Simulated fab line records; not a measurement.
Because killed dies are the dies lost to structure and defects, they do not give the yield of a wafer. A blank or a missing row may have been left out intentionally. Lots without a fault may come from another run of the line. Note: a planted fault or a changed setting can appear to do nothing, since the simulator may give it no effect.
fab line records | flow n5_finfet
[record] lots = 5 wafers = 15 last_day = 19
route steps=1938 shown BEOL_M4@1071 PASSIVATION@1936
lots untouched by any fault: they come from a run of this same line in which no faults occurred
start_h: hours from the record's first day to the start of the lot's first wafer shown | wait_h: how many hours have passed since the lot's step before this one | " unchanged from the row above | L1.1+2: a row that stands for several wafers | - either no value or no given start | * or withheld: withheld | < > ~ a bound
route shown NAME@n: names a module that has steps shown in the file, with the first one's number in the route | usual: mean/standard deviation taken from wafers without a fault | same: alike in all rows | chamber/n: place in a boat | sites: readings site by site | _std_site: standard deviation of those values | _edge_site: mean of outer sites minus mean of inner sites | radius_mm: how far each site lies from the wafer's centre | mask NAME#n: copy n | behind: the tool/chamber that last shaped the wafer | hold: reason for holding the lot/hours on hold/outcome of the hold | device: names the non-switching transistor (n, p or np) | end of line: tests run on the same wafers once the route is complete | a step with no rows: only its recipe | killed: dies that structure and defects cost at the first sort, which is not the same as the wafer's yield | map: per-die view of a wafer (x killed, . not killed, _ where there is no die)
set.NAME: the setting as run; set.NAME@STEP: as run at that earlier step | model.NAME: the simulator's own value behind a step, which no gauge read
lots at some steps of the route; a table a step, a row a wafer
services: the hour from which a tool's chamber was out of use, counted from the record's first day as start_h (under 0 if before that day), plus the number of hours and why
[[steps]]
[step N5_BEOL_M4_ETCH_41]
[recipe] chemistry = CH3F/O2 target = SiCN target_depth_a = 299 taper_deg = 2 time_s = 52.5 ion_energy_ev = 120 mask_material = TiN pressure_mtorr = 30 source_w = 395 bias_w = 75 Ar_flow_sccm = 150 CH3F_flow_sccm = 30 O2_flow_sccm = 20
[step N5_BEOL_M4_STRIP_97]
[recipe] chemistry = N2/H2 time_s = 10 power_w = 450 temp_c = 40 pressure_mtorr = 20 rf_frequency_hz = 6e+07 bias_power_w = 7 n2_flow_sccm = 200 h2_flow_sccm = 200
[step N5_BEOL_M4_HM_STRIP_39]
[recipe] chemistry = peroxide_tin_strip material = TiN target_depth_a = 250 temp_c = 50 time_s = 158
[step N5_BEOL_M4_SRD_40]
[recipe] time_s = 30 temp_c = 23 rinse_liquid = diw dry = ipa_marangoni
[step N5_BEOL_M4_PRECLEAN_42]
[recipe] chemistry = residue_remover time_s = 60 temp_c = 40
[step N5_BEOL_M4_SRD_43]
[recipe] time_s = 30 temp_c = 23 rinse_liquid = diw dry = ipa_marangoni
[step N5_BEOL_M4_DEGAS_44]
[recipe] ambient = vacuum temp_c = 250 time_s = 60
[step N5_BEOL_M4_PRE_CLEAN_45]
[recipe] gas = H2/He time_s = 30 temp_c = 250
[step N5_BEOL_M4_ALD_84]
[recipe] material = TaN target_thk_a = * temp_c = 275 ald_precursor_family = PDMAT ald_co_reactant = NH3 pressure_torr = 3 carrier_flow_sccm = 1500 pulse_time_s = 2 purge_time_s = 3 co_reactant_purge_time_s = 2 co_reactant_pulse_time_s = 3 ald_cycles = 30 precursor_vessel_temp_c = 75 precursor_vessel_pressure_torr = 26.25 precursor_vessel_carrier_sccm = 1000
[step N5_BEOL_M4_SURFACE_TREAT_85]
[recipe] gas = Ar time_s = * ion_energy_ev = * ion_current_ma_cm2 = 0.5 pressure_mtorr = * ar_flow_sccm = 30
[step N5_BEOL_M4_CVD_47]
[recipe] material = Co target_thk_a = 30 temp_c = withheld precursor = CCTBA/H2 pressure_torr = 30 time_s = 223.8
[usual] chamber_pressure_Torr = 30.00/0.067 run_length_s = 246.8/0.48
// columns lot.wafer tool chamber start_h wait_h chamber_pressure_Torr run_length_s
L130.1 cvd_co-01 2 277.55 0.1 - -
L130.3 " 0 " " - -
L130.4 " 1 " " - -
L129.3 cvd_co-01 0 280.45 0.1 - -
L129.4 " 0 " " - -
L129.5 " 2 " " - -
L133.1 cvd_co-02 2 281.84 0.3 - -
L133.2 " 1 " " - -
L133.5 " 1 " " - -
L132.1 cvd_co-01 1 308.31 0.0 30.00 246.6
L132.5 " 0 " " 30.16 246.2
L132.6 " 1 " " 30.00 246.7
L139.2 cvd_co-02 2 337.63 0.1 30.01 247.3
L139.3 " 0 " " 30.07 247.5
L139.4 " 1 " " 30.06 246.6
[step N5_BEOL_M4_SPUTTER_48]
[recipe] material = Cu target_thk_a = 45 temp_c = -20 chamber_pressure_pa = 0.07 power_w = withheld time_s = 8.29
[step N5_BEOL_M4_ANNEAL_49]
[recipe] temp_c = 400 time_s = 240 ambient = vacuum
[step N5_BEOL_M4_SPUTTER_79]
[recipe] material = Cu target_thk_a = 45 temp_c = -20 chamber_pressure_pa = 0.07 power_w = withheld time_s = 8.29
[step N5_BEOL_M4_ANNEAL_80]
[recipe] temp_c = 400 time_s = 240 ambient = vacuum
[step N5_BEOL_M4_SPUTTER_81]
[recipe] material = Cu target_thk_a = 45 temp_c = -20 chamber_pressure_pa = 0.07 power_w = withheld time_s = 8.29
[step N5_BEOL_M4_ANNEAL_82]
[recipe] temp_c = 400 time_s = 240 ambient = vacuum
[step N5_BEOL_M4_SPUTTER_86]
[recipe] material = Cu target_thk_a = 45 temp_c = -20 chamber_pressure_pa = 0.07 power_w = withheld time_s = 8.29
[step N5_BEOL_M4_ANNEAL_87]
[recipe] temp_c = 400 time_s = 240 ambient = vacuum
[step N5_BEOL_M4_SPUTTER_88]
[recipe] material = Cu target_thk_a = 45 temp_c = -20 chamber_pressure_pa = 0.07 power_w = withheld time_s = 8.29
[step N5_BEOL_M4_ANNEAL_89]
[recipe] temp_c = 400 time_s = 240 ambient = vacuum
[step N5_BEOL_M4_SPUTTER_90]
[recipe] material = Cu target_thk_a = 45 temp_c = -20 chamber_pressure_pa = 0.07 power_w = withheld time_s = 8.29
[step N5_BEOL_M4_ANNEAL_91]
[recipe] temp_c = 400 time_s = 240 ambient = vacuum
[step N5_BEOL_M4_SPUTTER_92]
[recipe] material = Cu target_thk_a = 45 temp_c = -20 chamber_pressure_pa = 0.07 power_w = withheld time_s = 8.29
[step N5_BEOL_M4_ANNEAL_93]
[recipe] temp_c = 400 time_s = 240 ambient = vacuum
[step N5_BEOL_M4_SPUTTER_94]
[recipe] material = Cu target_thk_a = 45 temp_c = -20 chamber_pressure_pa = 0.07 power_w = withheld time_s = 8.29
[step N5_BEOL_M4_ANNEAL_95]
[recipe] temp_c = 400 time_s = 240 ambient = vacuum
[step N5_BEOL_M4_SPUTTER_96]
[recipe] material = Cu target_thk_a = 45 temp_c = -20 chamber_pressure_pa = 0.07 power_w = withheld time_s = 8.29
[step N5_BEOL_M4_ECD_50]
[recipe] material = Cu target_thk_a = 3000
[step N5_BEOL_M4_ANNEAL_51]
[recipe] temp_c = 225 time_s = 90 ambient = N2
[step N5_BEOL_M4_CMP_52]
[recipe] stop_on = SiOC t_overpolish_s = 6.8 down_force_psi = 1 platen_rpm = 50 clearing_platen_down_force_psi = 1.5 clearing_platen_rpm = 50 post_cmp_clean = cu_alkaline target_thk_nm = 40 clearing_platen_pad_velocity_m_s = 0.99484 pad_velocity_m_s = 0.99484
[usual] barrier_field_endpoint_s = 24.6/0.68 motor_current_A = 5.9/0.9
// columns lot.wafer tool chamber start_h wait_h barrier_field_endpoint_s motor_current_A model.Cu_of_BEOL_M4_ECD_50.thk_nm
L130.4 cmp-04 0 280.00 0.1 21.7 5.1 46.4
L130.1 " 1 " " 21.1 6.3 46
L130.3 " 3 " " 20.9 6.8 46.2
L129.4 cmp-03 3 282.92 0.2 21.7 5.0 44.4
L129.3 " 0 " " 20.7 7.7 43.4
L129.5 " 3 " " 21.6 4.9 44.2
L133.1 cmp-01 3 285.87 0.4 21.1 5.1 45.4
L133.2 " 1 " " 20.5 5.9 45.8
L133.5 " 3 " " 21.8 5.1 47
L132.1 cmp-01 2 310.82 0.3 24.8 5.8 39.2
L132.6 " 1 " " 25.7 5.9 40.2
L132.5 " 2 " " 24.8 5.6 38.6
L139.4 cmp-03 0 340.24 0.2 25.1 8.0 40.4
L139.2 " 1 " " 24.8 6.5 40.4
L139.3 " 2 " " 24.8 6.4 39.2
[step N5_BEOL_M4_RC_MEAS_101]
[usual] DIBL_N = 35.1/1.6 DIBL_P = 34.9/1.8 IOFF_N = 0.143/0.026 IOFF_P = 0.21/0.037 ION_N = 671/11 ION_P = 463/7.8 SS_N = 71.2/0.58 SS_P = 73.0/0.54 VT_N = 251/3 VT_P = -250/4.1
// columns lot.wafer tool chamber start_h wait_h DIBL_N[mV/V] DIBL_P[mV/V] IOFF_N[nA/um] IOFF_P[nA/um] ION_N[uA/um] ION_P[uA/um] SS_N[mV/dec] SS_P[mV/dec] VT_N[mV] VT_P[mV]
L132.1 prober-02 0 311.39 0.0 33.5 31.1 0.101 0.14 657 456 70.3 72.1 253 -255
L132.5 " 0 " " 36.4 35.6 0.141 0.20 661 460 70.5 73.8 252 -253
L132.6 " 0 " " 34.8 33.8 0.121 0.18 674 464 70.5 72.9 251 -254
L139.2 prober-01 0 341.02 0.2 35.0 35.4 0.130 0.21 654 455 70.7 72.8 251 -247
L139.3 " 0 " " 36.2 37.3 0.156 0.24 685 479 71.3 73.3 247 -245
L139.4 " 0 " " 36.0 37.0 0.156 0.24 687 475 71.1 73.5 247 -243
[step N5_PASSIVATION_PROBE_49]
[usual] defect_limited_yield = 91.1/1.4 killed_at_M0_to_M3 = 36/11 killed_at_M4_up = 14/5.2 killed_at_contacts = 12/6.1 killed_at_front_end = 40/12 killed_at_other = 3.2/2.5 killed_dies = 105/16 killed_on_rim = 14/4.4 killed_open = 68/12 killed_short = 35/8.7 sort_bin_5_function = 5.2/0.89 sort_bin_6_memory = 3.3/0.66 sort_n_pass = 1074/16 sort_yield_pct = 91.1/1.4
[same] gross_dies = 1180 killed_at_back_side = 0 sort_bin_4_leakage[%] = 0 sort_bin_8_speed[%] = 0
// columns lot.wafer tool chamber start_h wait_h defect_limited_yield[%] killed_at_M0_to_M3 killed_at_M4_up killed_at_contacts killed_at_front_end killed_at_other killed_dies killed_on_rim killed_open killed_short sort_bin_5_function[%] sort_bin_6_memory[%] sort_n_pass sort_yield_pct[%]
L130.1 prober-01 - 384.40 0.0 0 36 1085 8 48 3 1180 152 73 30 91.0 8.6 0 0
L130.3 prober-01 - 384.50 0.1 0 25 1102 14 39 0 1180 152 63 23 90.1 9.7 0 0
L130.4 prober-01 - 384.55 0.2 0 36 1092 11 38 3 1180 152 60 34 90.0 9.3 0 0
L133.1 prober-01 - 387.66 0.0 0 32 1095 16 37 0 1180 152 73 27 87.5 12.1 0 0
L133.2 prober-01 - 387.71 0.1 0 37 1074 26 38 5 1180 152 80 33 88.8 10.9 0 0
L133.5 prober-01 - 387.86 0.2 0 30 1103 11 34 2 1180 152 67 21 89.3 10.7 0 0
L129.3 prober-01 - 388.24 0.1 0 37 1108 3 27 5 1180 152 55 27 90.4 9.2 0 0
L129.4 prober-01 - 388.29 0.2 0 55 1074 11 39 1 1180 152 74 45 88.4 11.2 0 0
L129.5 prober-01 - 388.34 0.2 0 41 1088 10 36 5 1180 152 77 35 86.5 13.0 0 0
// killed by level:class
L130.1 BEOL_M4:area_cvd=848 BEOL_M4:interface_void_opened=229 FIN_SAQP:geometric_particle:open=13 FIN_SAQP:geometric_particle:short=11 BEOL_M1:geometric_particle:open=9 MOL_CONTACT_COAG:geometric_particle:open=8 BEOL_M3:geometric_particle:open=8 BEOL_M2:geometric_particle:open=6
L130.3 BEOL_M4:area_cvd=844 BEOL_M4:interface_void_opened=250 FIN_SAQP:geometric_particle:short=13 FIN_SAQP:geometric_particle:open=13 MOL_CONTACT_COAG:geometric_particle:open=12 BEOL_M2:geometric_particle:open=9 BEOL_M1:geometric_particle:open=7 STI_FIN_REVEAL:geometric_particle:open=6
L130.4 BEOL_M4:area_cvd=836 BEOL_M4:interface_void_opened=250 FIN_SAQP:geometric_particle:short=10 BEOL_M2:geometric_particle:open=10 BEOL_M0_SAQP:geometric_particle:open=10 BEOL_M0_SAQP:geometric_particle:short=9 FIN_SAQP:geometric_particle:open=8 MOL_CONTACT_COAG:geometric_particle:open=8
L133.1 BEOL_M4:area_cvd=818 BEOL_M4:interface_void_opened=261 MOL_CONTACT_COAG:geometric_particle:open=14 STI_FIN_REVEAL:geometric_particle:open=10 FIN_SAQP:geometric_particle:open=7 BEOL_M0_SAQP:geometric_particle:short=7 BEOL_M2:geometric_particle:open=6 BEOL_M4:geometric_particle:open=6
L133.2 BEOL_M4:area_cvd=826 BEOL_M4:interface_void_opened=241 MOL_CONTACT_COAG:geometric_particle:open=21 STI_FIN_REVEAL:geometric_particle:open=12 FIN_SAQP:geometric_particle:short=11 BEOL_M0_SAQP:geometric_particle:open=10 BEOL_M0_SAQP:geometric_particle:short=7 BEOL_M1:geometric_particle:open=7
L133.5 BEOL_M4:area_cvd=835 BEOL_M4:interface_void_opened=256 STI_FIN_REVEAL:geometric_particle:open=15 BEOL_M2:geometric_particle:open=14 MOL_CONTACT_COAG:geometric_particle:open=8 BEOL_M0_SAQP:geometric_particle:open=5 BEOL_M5:geometric_particle:open=4 STARTING-WAFER:geometric_particle:short=4
L129.3 BEOL_M4:area_cvd=848 BEOL_M4:interface_void_opened=250 BEOL_M2:geometric_particle:open=10 BEOL_M0_SAQP:geometric_particle:short=8 DUMMY_GATE:geometric_particle:open=6 BEOL_M1:geometric_particle:open=5 FIN_SAQP:geometric_particle:open=4 BEOL_M3:geometric_particle:open=4
L129.4 BEOL_M4:area_cvd=819 BEOL_M4:interface_void_opened=242 FIN_SAQP:geometric_particle:short=12 BEOL_M0_SAQP:geometric_particle:short=12 BEOL_M3:geometric_particle:open=12 BEOL_M2:geometric_particle:open=11 MOL_CONTACT_COAG:geometric_particle:open=10 BEOL_M4:geometric_particle:open=7
L129.5 BEOL_M4:area_cvd=798 BEOL_M4:interface_void_opened=270 BEOL_M4:geometric_particle:open=11 BEOL_M1:geometric_particle:open=10 MOL_CONTACT_COAG:geometric_particle:open=9 BEOL_M2:geometric_particle:open=9 FIN_SAQP:geometric_particle:short=7 BEOL_M3:geometric_particle:open=7
// map L129.3 (x killed, . not)
_________________xxxxxxxxxxxx________________
______________xxxxxxxxxxxxxxxxxx_____________
___________xxxxxxxxxxxxxxxxxxxxxxxx__________
__________xxxxxxxxxxxxxxxxxxxxxxxxxx_________
________xxxxxxxxxxxxxxxxxxxxxxxxxxxxxx_______
_______xxxxxxxxxxxxxxxxxxxxxxxxxxxxxxxx______
______xxxxxxxxxxxxxxxxxxxxxxxxxxxxxxxxxx_____
_____xxxxxxxxxxxxxxxxxxxxxxxxxxxxxxxxxxxx____
____xxxxxxxxxxxxxxxxxxxxxxxxxxxxxxxxxxxxxx___
___xxxxxxxxxxxxxxxxxxxxxxxxxxxxxxxxxxxxxxxx__
___xxxxxxxxxxxxxxxxxxxxxxxxxxxxxxxxxxxxxxxx__
__xxxxxxxxxxxxxxxxxxxxxxxxxxxxxxxxxxxxxxxxxx_
__xxxxxxxxxxxxxxxxxxxxxxxxxxxxxxxxxxxxxxxxxx_
_xxxxxxxxxxxxxxxxxxxxxxxxxxxxxxxxxxxxxxxxxxxx
_xxxxxxxxxxxxxxxxxxxxxxxxxxxxxxxxxxxxxxxxxxxx
_xxxxxxxxxxxxxxxxxxxxxxxxxxxxxxxxxxxxxxxxxxxx
_xxxxxxxxxxxxxxxxxxxxxxxxxxxxxxxxxxxxxxxxxxxx
_xxxxxxxxxxxxxxxxxxxxxxxxxxxxxxxxxxxxxxxxxxxx
_xxxxxxxxxxxxxxxxxxxxxxxxxxxxxxxxxxxxxxxxxxxx
_xxxxxxxxxxxxxxxxxxxxxxxxxxxxxxxxxxxxxxxxxxxx
_xxxxxxxxxxxxxxxxxxxxxxxxxxxxxxxxxxxxxxxxxxxx
__xxxxxxxxxxxxxxxxxxxxxxxxxxxxxxxxxxxxxxxxxx_
__xxxxxxxxxxxxxxxxxxxxxxxxxxxxxxxxxxxxxxxxxx_
___xxxxxxxxxxxxxxxxxxxxxxxxxxxxxxxxxxxxxxxx__
___xxxxxxxxxxxxxxxxxxxxxxxxxxxxxxxxxxxxxxxx__
____xxxxxxxxxxxxxxxxxxxxxxxxxxxxxxxxxxxxxx___
_____xxxxxxxxxxxxxxxxxxxxxxxxxxxxxxxxxxxx____
______xxxxxxxxxxxxxxxxxxxxxxxxxxxxxxxxxx_____
_______xxxxxxxxxxxxxxxxxxxxxxxxxxxxxxxx______
________xxxxxxxxxxxxxxxxxxxxxxxxxxxxxx_______
__________xxxxxxxxxxxxxxxxxxxxxxxxxx_________
___________xxxxxxxxxxxxxxxxxxxxxxxx__________
______________xxxxxxxxxxxxxxxxxx_____________
_________________xxxxxxxxxxxx________________
// map L130.1 (x killed, . not)
_________________xxxxxxxxxxxx________________
______________xxxxxxxxxxxxxxxxxx_____________
___________xxxxxxxxxxxxxxxxxxxxxxxx__________
__________xxxxxxxxxxxxxxxxxxxxxxxxxx_________
________xxxxxxxxxxxxxxxxxxxxxxxxxxxxxx_______
_______xxxxxxxxxxxxxxxxxxxxxxxxxxxxxxxx______
______xxxxxxxxxxxxxxxxxxxxxxxxxxxxxxxxxx_____
_____xxxxxxxxxxxxxxxxxxxxxxxxxxxxxxxxxxxx____
____xxxxxxxxxxxxxxxxxxxxxxxxxxxxxxxxxxxxxx___
___xxxxxxxxxxxxxxxxxxxxxxxxxxxxxxxxxxxxxxxx__
___xxxxxxxxxxxxxxxxxxxxxxxxxxxxxxxxxxxxxxxx__
__xxxxxxxxxxxxxxxxxxxxxxxxxxxxxxxxxxxxxxxxxx_
__xxxxxxxxxxxxxxxxxxxxxxxxxxxxxxxxxxxxxxxxxx_
_xxxxxxxxxxxxxxxxxxxxxxxxxxxxxxxxxxxxxxxxxxxx
_xxxxxxxxxxxxxxxxxxxxxxxxxxxxxxxxxxxxxxxxxxxx
_xxxxxxxxxxxxxxxxxxxxxxxxxxxxxxxxxxxxxxxxxxxx
_xxxxxxxxxxxxxxxxxxxxxxxxxxxxxxxxxxxxxxxxxxxx
_xxxxxxxxxxxxxxxxxxxxxxxxxxxxxxxxxxxxxxxxxxxx
_xxxxxxxxxxxxxxxxxxxxxxxxxxxxxxxxxxxxxxxxxxxx
_xxxxxxxxxxxxxxxxxxxxxxxxxxxxxxxxxxxxxxxxxxxx
_xxxxxxxxxxxxxxxxxxxxxxxxxxxxxxxxxxxxxxxxxxxx
__xxxxxxxxxxxxxxxxxxxxxxxxxxxxxxxxxxxxxxxxxx_
__xxxxxxxxxxxxxxxxxxxxxxxxxxxxxxxxxxxxxxxxxx_
___xxxxxxxxxxxxxxxxxxxxxxxxxxxxxxxxxxxxxxxx__
___xxxxxxxxxxxxxxxxxxxxxxxxxxxxxxxxxxxxxxxx__
____xxxxxxxxxxxxxxxxxxxxxxxxxxxxxxxxxxxxxx___
_____xxxxxxxxxxxxxxxxxxxxxxxxxxxxxxxxxxxx____
______xxxxxxxxxxxxxxxxxxxxxxxxxxxxxxxxxx_____
_______xxxxxxxxxxxxxxxxxxxxxxxxxxxxxxxx______
________xxxxxxxxxxxxxxxxxxxxxxxxxxxxxx_______
__________xxxxxxxxxxxxxxxxxxxxxxxxxx_________
___________xxxxxxxxxxxxxxxxxxxxxxxx__________
______________xxxxxxxxxxxxxxxxxx_____________
_________________xxxxxxxxxxxx________________
[[services]]
// columns tool chamber start_h hours kind
cvd_co-02 - 254.53 0.8 repair
cmp-01 - 271.38 4.5 repair
cvd_co-02 1 301.81 3.3 repair
cmp-01 - 311.58 2.0 repair
cmp-04 - 313.29 1.4 repair
cvd_co-02 - 316.03 2.8 pm
cmp-01 - 317.92 4.0 pm
cmp-01 - 321.92 - consumable_replace:conditioner
cmp-01 - 321.92 - consumable_replace:pad
cmp-01 - 325.08 1.0 repair
cvd_co-01 1 327.14 3.5 repair
cvd_co-01 1 333.35 - clean
cvd_co-01 1 333.35 22.0 scheduled_down
cvd_co-01 1 333.35 22.0 vent_cycle
[[key]]
[first_sign] step = N5_BEOL_M4_CVD_47 reading = tool_record direction = missing
[effect] step = N5_BEOL_M4_CMP_52 reading = barrier_field_endpoint_s direction = down sigmas = 5 usual = 24.6 struck = 21.2
[effect] step = N5_PASSIVATION_PROBE_49 reading = killed_at_M4_up direction = up sigmas = 99+ usual = 14 struck = 1091
[model_effect] step = N5_BEOL_M4_CMP_52 value = Cu_of_BEOL_M4_ECD_50.thk_nm without = 42.33 struck = 45.42
[more_kills_born_at] N5_BEOL_M4_CVD_47@cvd_co-01 = 4988 N5_BEOL_M4_CVD_47@cvd_co-02 = 2479
met_at N5_BEOL_M4_CVD_47
struck_wafers L129.3,L129.4,L129.5,L130.1,L130.3,L130.4,L133.1,L133.2,L133.5
later_rows_left_out L129.3,L129.4,L129.5,L130.1,L130.3,L130.4,L133.1,L133.2,L133.5
[fault] kind = skipped_step_whole tool = cvd_co-01,cvd_co-02 chamber = - onset_h = 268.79 steps = N5_BEOL_M4_CVD_47 scope = struck_lots_only
// later_rows_left_out: the simulator's readings of these wafers behind a module that went badly wrong aren't trusted and aren't shown, but for the sort
